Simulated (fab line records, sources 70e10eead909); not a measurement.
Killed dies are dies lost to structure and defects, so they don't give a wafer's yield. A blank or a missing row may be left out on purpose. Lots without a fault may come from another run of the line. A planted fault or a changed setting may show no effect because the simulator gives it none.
Chamber matching | flow nand_harc | NHARC_P_ZERO_WELL_ETCH_63 on rie_si-02: 4 sister chambers
The step etches the open film in HBr/Cl2, target depth 120 nm, time 40.1 s. 8 wafers are shown with their chamber, then 11 later ones without.

WAFERS WITH THEIR CHAMBER
wafer  | chamber | drypump_motor_current_A (A) | throttle_valve_pct (%)
L079.1 | 1       | 6.6                         | 26.399
L080.2 | 1       | 6.6                         | 26.403
L081.4 | 3       | 5.4                         | 26.400
L081.6 | 0       | 5.5                         | 26.398
L082.2 | 0       | 5.5                         | 26.392
L082.3 | 3       | 5.3                         | 26.410
L082.4 | 2       | 6.0                         | 26.396
L084.1 | 2       | 6.0                         | 26.389

WAFERS WITHOUT THEIR CHAMBER
wafer  | drypump_motor_current_A (A) | throttle_valve_pct (%)
L084.2 | 5.5                         | 26.399
L084.4 | 5.3                         | 26.408
L087.1 | 6.6                         | 26.407
L087.3 | 6.0                         | 26.408
L087.5 | 5.4                         | 26.393
L089.2 | 5.4                         | 26.396
L089.4 | 6.0                         | 26.397
L089.5 | 6.0                         | 26.411
L094.2 | 5.5                         | 26.411
L094.4 | 6.6                         | 26.395
L094.6 | 6.6                         | 26.394

WHICH CHAMBER EACH WENT THROUGH
wafer  | from the rows above     | in truth
L084.2 | 0                       | 0
L084.4 | 3                       | 3
L087.1 | 1                       | 1
L087.3 | 2                       | 2
L087.5 | can't be placed: 3 or 0 | 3
L089.2 | can't be placed: 3 or 0 | 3
L089.4 | 2                       | 2
L089.5 | 2                       | 2
L094.2 | can't be placed: 0 or 3 | 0
L094.4 | 1                       | 1
L094.6 | 1                       | 1
Placed correctly: 8 of 11. Can't be placed from these rows: 3 (the true chamber is among the candidates in 3). Placed wrongly: 0.
How it was worked out, from the rows above alone: a wafer's distance from a chamber is the root of the sum, over the readings, of the square of ((its reading less the chamber's mean) divided by the reading's scatter). The wafer belongs to the nearest chamber; if the next one is less than 2 further off, it can't be placed. A chamber's mean is the mean of its shown wafers. The scatter: the root of (the sum of the squares of (reading less its chamber's mean) over the shown wafers, divided by (wafers less chambers)).
